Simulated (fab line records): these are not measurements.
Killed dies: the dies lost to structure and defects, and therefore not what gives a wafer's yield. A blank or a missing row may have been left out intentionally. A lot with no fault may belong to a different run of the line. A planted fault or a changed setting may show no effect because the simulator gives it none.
Which tool did it? + flow nandHarc + Sampling: 12 lots, 36 wafers, 5 of 1159 route steps

## WHAT THE GAUGES READ, wafer by wafer
NHARC_END_SORT_01. Usual: killedAtArray 27, standard deviation 11; killedAtOther 0.7, standard deviation 1.1; killedAtPeriphery 3.6, standard deviation 2.4; killedDies 32, standard deviation 11; killedOpen 3.3, standard deviation 1.8; killedShort 2.1, standard deviation 1.5.
| lot  | measured     | on        | killedAtArray | killedAtOther | killedAtPeriphery | killedDies | killedOpen | killedShort | flag |
|------|--------------|-----------|---------------|---------------|-------------------|------------|------------|-------------|------|
| L884 | day 24 01:02 | prober-02 | 32 38 672     | 0 1 1         | 2 2 4             | 34 41 677  | 4 3 2      | 1 3 0       | OFF  |

## WHICH TOOL RAN EACH LOT (tool, then ch and the chambers of the sampled wafers, then the start)
| lot  | NHARC_A_WL_FILL_ALD_00          | NHARC_A_WL_FILL_STRIP_27            | NHARC_A_WL_FILL_ETCHBACK_16       | NHARC_A_WL_FILL_STRIP_29          |
|------|---------------------------------|-------------------------------------|-----------------------------------|-----------------------------------|
| L866 | aldHk-03 ch 1,2,3, day 15 07:49 | plasmaAsher-02 ch 0,1, day 15 16:05 | rieDiel-09 ch 0,1,3, day 16 03:49 | rieDiel-09 ch 2,3, day 16 03:53   |
| L865 | aldHk-02 ch 0,1,3, day 15 07:49 | plasmaAsher-01 ch 0,1, day 15 14:20 | rieDiel-02 ch 0,3, day 16 00:07   | rieDiel-02 ch 1,2,3, day 16 00:13 |
| L868 | aldHk-02 ch 1,2,3, day 15 07:59 | plasmaAsher-02 ch 0,1, day 15 17:02 | rieDiel-09 ch 2,3, day 16 00:07   | rieDiel-09 ch 0,3, day 16 00:13   |
| L869 | aldHk-01 ch 0,1,3, day 15 17:13 | plasmaAsher-01 ch 0,1, day 16 00:53 | rieDiel-02 ch 1,2,3, day 16 10:49 | rieDiel-02 ch 0,1,2, day 16 10:53 |
| L867 | aldHk-01 ch 1,2, day 15 17:20   | plasmaAsher-01 ch 0,1, day 16 04:28 | rieDiel-10 ch 0,2,3, day 16 16:47 | rieDiel-10 ch 1,2,3, day 16 16:51 |
| L874 | aldHk-03 ch 0,2, day 17 11:59   | plasmaAsher-01 ch 0,1, day 17 17:05 | rieDiel-10 ch 0,1, day 18 02:57   | rieDiel-10 ch 0,1,2, day 18 03:30 |
| L873 | aldHk-03 ch 0,1,3, day 17 17:02 | plasmaAsher-01 ch 0,1, day 17 22:44 | rieDiel-09 ch 0,2,3, day 18 08:52 | rieDiel-09 ch 0,2,3, day 18 08:58 |
| L877 | aldHk-03 ch 1,2, day 17 19:49   | plasmaAsher-02 ch 0, day 18 01:04   | rieDiel-02 ch 0,2, day 18 11:58   | rieDiel-02 ch 1,2,3, day 18 12:04 |
| L880 | aldHk-02 ch 0,2, day 18 04:11   | plasmaAsher-01 ch 0,1, day 18 12:59 | rieDiel-09 ch 1,2, day 18 21:32   | rieDiel-09 ch 0,1,3, day 18 21:38 |
| L884 | aldHk-02 ch 0,2,3, day 19 03:50 | plasmaAsher-02 ch 0,1, day 19 11:35 | rieDiel-02 ch 0,2,3, day 19 22:01 | rieDiel-02 ch 0,2,3, day 19 22:06 |
| L883 | aldHk-01 ch 0,1,3, day 20 01:50 | plasmaAsher-01 ch 0,1, day 20 06:23 | rieDiel-10 ch 0,1, day 20 16:29   | rieDiel-10 ch 1,3, day 20 16:35   |
| L887 | aldHk-03 ch 0,2,3, day 20 20:23 | plasmaAsher-02 ch 0,1, day 21 01:11 | rieDiel-09 ch 0,2,3, day 21 11:01 | rieDiel-09 ch 1,2,3, day 21 11:05 |
- NHARC_A_WL_FILL_ALD_00: deposits Al2O3, target thk 3 nm, pulse time 3 s, ald cycles 30.
- NHARC_A_WL_FILL_STRIP_27: strips in N2/H2, time 20 s.
- NHARC_A_WL_FILL_ETCHBACK_16: etches the open film in C4F8/O2/Ar, target depth 88 nm, time 17.6 s.
- NHARC_A_WL_FILL_STRIP_29: strips in O2, time 20 s.

## AS READ BY THE TOOLS THEMSELVES (means over the sampled wafers that have a number; for cases with no such wafer, the mark the record gives instead)
NHARC_A_WL_FILL_ALD_00. Usual: heaterPowerOuterW 267 W, standard deviation 37; heaterPowerW 469 W, standard deviation 58; precursorPulseHeightRel 1.004, standard deviation 0.021.
| lot  | tool     | heaterPowerOuterW (W) | heaterPowerW (W) | precursorPulseHeightRel | flag |
|------|----------|-----------------------|------------------|-------------------------|------|
| L866 | aldHk-03 | 283                   | 486              | 1.005                   |      |
| L865 | aldHk-02 | 280                   | 481              | 0.978                   |      |
| L868 | aldHk-02 | 298                   | 532              | 1.002                   |      |
| L869 | aldHk-01 | 246                   | 437              | 0.998                   |      |
| L867 | aldHk-01 | 252                   | 423              | 0.996                   |      |
| L874 | aldHk-03 | 242                   | 410              | 0.998                   |      |
| L873 | aldHk-03 | 257                   | 467              | 1.015                   |      |
| L877 | aldHk-03 | 296                   | 496              | 0.982                   |      |
| L880 | aldHk-02 | 310                   | 524              | 1.008                   |      |
| L884 | aldHk-02 | 304                   | 535              | 0.994                   |      |
| L883 | aldHk-01 | 253                   | 446              | 0.988                   |      |
| L887 | aldHk-03 | 246                   | 432              | 1.009                   |      |

NHARC_A_WL_FILL_STRIP_27. Usual: drypumpMotorCurrentA 5.6 A, standard deviation 0.47; heaterPowerW 357 W, standard deviation 30.
| lot  | tool           | drypumpMotorCurrentA (A) | heaterPowerW (W) | flag |
|------|----------------|--------------------------|------------------|------|
| L866 | plasmaAsher-02 | 6.0                      | 340              |      |
| L865 | plasmaAsher-01 | 5.5                      | 387              |      |
| L868 | plasmaAsher-02 | 6.0                      | 345              |      |
| L869 | plasmaAsher-01 | 5.4                      | 380              |      |
| L867 | plasmaAsher-01 | 5.2                      | 367              |      |
| L874 | plasmaAsher-01 | 5.5                      | 382              |      |
| L873 | plasmaAsher-01 | 5.5                      | 384              |      |
| L877 | plasmaAsher-02 | 6.2                      | 323              |      |
| L880 | plasmaAsher-01 | 5.2                      | 367              |      |
| L884 | plasmaAsher-02 | 6.1                      | 330              |      |
| L883 | plasmaAsher-01 | 5.2                      | 356              |      |
| L887 | plasmaAsher-02 | 6.0                      | 331              |      |

NHARC_A_WL_FILL_ETCHBACK_16. Usual: biasW 800.3 W, standard deviation 2.6; oesProductAu 0.98 a.u., standard deviation 0.033; rfVppV 724 V, standard deviation 4.4; runLengthS 38.8 s, standard deviation 0.47.
| lot  | tool       | biasW (W) | oesProductAu (a.u.) | rfVppV (V) | runLengthS (s) | flag |
|------|------------|-----------|---------------------|------------|----------------|------|
| L866 | rieDiel-09 | 803.8     | 0.92                | 723        | 38.4           |      |
| L865 | rieDiel-02 | 800.1     | 0.98                | 729        | 38.8           |      |
| L868 | rieDiel-09 | 800.3     | 1.00                | 724        | 38.9           |      |
| L869 | rieDiel-02 | 800.8     | 1.00                | 722        | 39.2           |      |
| L867 | rieDiel-10 | 799.5     | 1.01                | 723        | 38.2           |      |
| L874 | rieDiel-10 | 801.5     | 1.00                | 721        | 38.4           |      |
| L873 | rieDiel-09 | 798.4     | 0.99                | 722        | 38.7           |      |
| L877 | rieDiel-02 | 799.7     | 1.00                | 724        | 39.0           |      |
| L880 | rieDiel-09 | 797.0     | 0.92                | 724        | 38.9           |      |
| L884 | rieDiel-02 | 800.8     | 0.99                | 726        | 35.2           | OFF  |
| L883 | rieDiel-10 | 801.9     | 0.99                | 722        | 38.6           |      |
| L887 | rieDiel-09 | 800.8     | 0.94                | 723        | 39.0           |      |

NHARC_A_WL_FILL_STRIP_29. Usual: drypumpMotorCurrentA 5.6 A, standard deviation 0.51; mfcArSccm 0.011 sccm, standard deviation 0.013; oesProductAu 1.001 a.u., standard deviation 0.016; rfVppV 57.7 V, standard deviation 0.9; showerheadPlenumPTorr 3.55 Torr, standard deviation 0.15; throttleValvePct 17.037 %, standard deviation 0.0093.
| lot  | tool       | drypumpMotorCurrentA (A) | mfcArSccm (sccm) | oesProductAu (a.u.) | rfVppV (V) | showerheadPlenumPTorr (Torr) | throttleValvePct (%) | flag |
|------|------------|--------------------------|------------------|---------------------|------------|------------------------------|----------------------|------|
| L866 | rieDiel-09 | 6.0                      | 0.022            | 0.999               | 58.3       | 3.63                         | 17.032               |      |
| L865 | rieDiel-02 | 5.7                      | 0.000            | 1.000               | 58.0       | 3.51                         | 17.038               |      |
| L868 | rieDiel-09 | 5.7                      | 0.018            | 0.999               | 57.2       | 3.59                         | 17.044               |      |
| L869 | rieDiel-02 | 5.3                      | 0.000            | 0.999               | 57.8       | 3.54                         | 17.046               |      |
| L867 | rieDiel-10 | 5.4                      | 0.010            | 1.003               | 58.8       | 3.60                         | 17.032               |      |
| L874 | rieDiel-10 | 5.3                      | 0.008            | 1.015               | 57.4       | 3.46                         | 17.031               |      |
| L873 | rieDiel-09 | 5.9                      | 0.019            | 1.002               | 58.1       | 3.51                         | 17.037               |      |
| L877 | rieDiel-02 | 5.7                      | 0.000            | 1.006               | 56.8       | 3.50                         | 17.043               |      |
| L880 | rieDiel-09 | 5.7                      | 0.022            | 1.003               | 57.2       | 3.53                         | 17.053               |      |
| L884 | rieDiel-02 | 5.9                      | 0.000            | 0.997               | 57.6       | 3.63                         | 17.024               |      |
| L883 | rieDiel-10 | 5.5                      | 0.021            | 0.993               | 57.7       | 3.72                         | 17.038               |      |
| L887 | rieDiel-09 | 6.0                      | 0.026            | 1.004               | 57.1       | 3.58                         | 17.034               |      |

## THE ANSWER, worked out from the rows above alone
Rule: a lot is off if the mean of its wafers that have a number lies more than 3 standard deviations from the usual mean. A lot without any number at a reading at which 4 lots or more have one is off too. The other lots that the step has rows for count as sound. After the gauges, taken in route order, come the tools' own readings; for these a lot's mean is taken, as printed above. At the first step where some lot is off, the reading lying furthest off is the one used; lots without a number count as furthest.
Off at NHARC_END_SORT_01 (killedAtArray): L884. Neither off nor sound, because the step has no rows for them: L866, L865, L868, L869, L867, L874, L873, L877, L880, L883, L887.
If a tool, at a process step before that reading, ran all the lots that are off and no sound lot after the first of them, it fits. Not tried: the gauges at NHARC_END_SORT_01; whatever is off there is also off at NHARC_A_WL_FILL_ETCHBACK_16, on other tools, and gauge error can't account for it. Can't be told from this: 3 tools fit, aldHk-02 at NHARC_A_WL_FILL_ALD_00, plasmaAsher-02 at NHARC_A_WL_FILL_STRIP_27, rieDiel-02 at NHARC_A_WL_FILL_ETCHBACK_16 and NHARC_A_WL_FILL_STRIP_29.

## WHAT THE SIMULATOR PUT IN
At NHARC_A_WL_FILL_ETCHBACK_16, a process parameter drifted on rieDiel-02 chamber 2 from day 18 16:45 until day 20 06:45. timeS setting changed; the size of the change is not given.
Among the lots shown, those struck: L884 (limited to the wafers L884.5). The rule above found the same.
